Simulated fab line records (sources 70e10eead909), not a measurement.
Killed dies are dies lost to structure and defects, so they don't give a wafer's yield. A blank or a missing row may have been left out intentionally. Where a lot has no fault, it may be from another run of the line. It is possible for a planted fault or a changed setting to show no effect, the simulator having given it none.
Matching of chambers    flow nand harc    rie diel-11 running NHARC_A_STAIRCASE_TRIM_235: 4 sister chambers
The step chemistry O2, time 211.2 s. 4 wafers are shown with their chamber, then 7 later ones without.

WAFERS, EACH WITH ITS CHAMBER
wafer   chamber  showerhead plenum p Torr (Torr)
L615.3  1        3.47
L616.5  0        3.52
L617.1  2        3.27
L617.2  3        3.75

WAFERS WITHOUT THEIR CHAMBER
wafer   showerhead plenum p Torr (Torr)
L617.4  3.52
L618.3  3.27
L618.4  3.75
L618.5  3.27
L619.4  3.52
L619.5  3.27
L619.6  3.46

WHICH CHAMBER EACH WENT THROUGH
wafer   from the rows above  in truth
L617.4  0                    0
L618.3  2                    2
L618.4  3                    3
L618.5  2                    2
L619.4  0                    0
L619.5  2                    2
L619.6  1                    1
Placed correctly: 7 of 7. Not placeable from these rows: 0. Placed wrongly: 0.
How it was worked out, from the rows above alone: a wafer's distance from a chamber is the root of the sum, over the readings, of the square of ((its reading less the chamber's mean) divided by the reading's scatter). If the next closest chamber is less than 2 further off than the closest, the wafer can't be placed; otherwise it belongs to the closest. Each chamber's mean is taken over the wafers shown for it. The scatter (one wafer shown for each chamber): square how far every hidden wafer sits from the nearest shown wafer, average those squares and take the square root.
